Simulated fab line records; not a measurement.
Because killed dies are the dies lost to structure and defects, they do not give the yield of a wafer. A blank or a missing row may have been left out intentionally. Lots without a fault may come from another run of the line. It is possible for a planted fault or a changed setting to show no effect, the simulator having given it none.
Comparing a struck lot with a sound one -- flow nand-harc -- 15 out of 1302 route steps
Sound: wafers L272.3, L272.4, L272.5. Struck: wafer L281.2. (L281.1, L281.3 of the same lot were not struck and are left out.) The cause comes at the end.
Per side, at each step with rows, come the tool, then ch with its chambers, and then its first start. Under that, the readings that differ: sound wafers -- struck wafers -- difference of the means -- sigmas: that difference in standard deviations of wafers without a fault.
alike: same words and numbers on both sides, and readings whose means sit less than 2 such deviations apart. not compared: any withheld reading, any reading some wafer has no value for, any bound like >300 that may hide the same value, and any number with overlapping values for which the record gives no deviation.
A row with sigmas, a row that says differs or no value, or rows on one side alone: a step with any of these is where the two part. Numbers that have no deviation but don't overlap get no sigmas and don't part them. Lack of a reading on every wafer of one side parts them only where that side has two or more wafers.

first, 8 steps without rows for these wafers: NHARC_P_M1_HMDS_02 (time 30 s); NHARC_P_M1_COAT_34 (time 65 s); NHARC_P_M1_COAT_03 (resist thk 90 nm); NHARC_P_M1_SOFTBAKE_04 (time 55 s); NHARC_P_M1_EBR_05; NHARC_P_M1_EXPOSE_06 (exposes mask P M1, target cd 130 nm); NHARC_P_M1_PEB_07 (peb time 65 s); NHARC_P_M1_DEVELOP_08 (develop time 35 s).
NHARC_P_M1_CD_MEAS_09 targets a cd of 130 nm.
  sound on cd-sem-01 ch 0, day 8 15:44; struck on cd-sem-01 ch 0, day 12 06:46
  alike: cd-nm
NHARC_P_M1_OVL_MEAS_10: pitch 260 nm.
  sound: overlay-01 at day 8 15:50; struck: overlay-02 at day 12 06:52
  alike: overlay-x-nm, overlay-y-nm
NHARC_P_M1_INSPECT_11:
  sound: defect-inspect-02 at day 8 15:52; struck: defect-inspect-02 at day 12 06:54
  alike: raw-defect-count
NHARC_P_M1_DESCUM_14: chemistry O2, time 3 s.
  sound on rie-diel-11 ch 0,1,3, day 8 15:56; struck on rie-diel-10 ch 3, day 12 06:58
reading,sound,struck,difference,sigmas
drypump-motor-current-A (A),4.9 5.6 5.3,6.3,+1.0,+2
  alike: chamber-pressure-mTorr, o2-flow-sccm, oes-product-au, rf-vpp-V, showerhead-plenum-p-Torr, throttle-valve-pct
  not compared: rf-hours-counter-h
NHARC_P_M1_ETCH_35: etches the open film in N2/H2, target depth 40 nm, overetch 12 nm, time 43.94 s.
  sound on rie-diel-11 ch 1,3, day 8 16:01; struck on rie-diel-10 ch 0, day 12 07:02
reading,sound,struck,difference,sigmas
oes-product-au (a.u.),1.003 1.008 1.008,0.833,-0.173,-19
rf-vpp-V (V),429 428 426,435,+7,+2
showerhead-plenum-p-Torr (Torr),1.91 1.90 1.90,2.20,+0.30,+3
  alike: chamber-pressure-mTorr, drypump-motor-current-A, throttle-valve-pct
  not compared: rf-hours-counter-h
NHARC_P_M1_ETCH_15: etches the open film in C4F8/Ar, target depth 182.5 nm, time 91.2 s.
  sound on rie-diel-11 ch 1,2; struck on rie-diel-10 ch 1
  alike: chamber-pressure-mTorr, oes-product-au, rf-vpp-V
  not compared: rf-hours-counter-h
NHARC_END_SORT_01:
  the record has rows for the sound wafers here (prober-01 ch 0, day 27 09:21) and none for the struck ones

WHERE THEY PART
First at NHARC_P_M1_DESCUM_14; last, within this record, at NHARC_END_SORT_01.

WHY: whatever the simulator had introduced
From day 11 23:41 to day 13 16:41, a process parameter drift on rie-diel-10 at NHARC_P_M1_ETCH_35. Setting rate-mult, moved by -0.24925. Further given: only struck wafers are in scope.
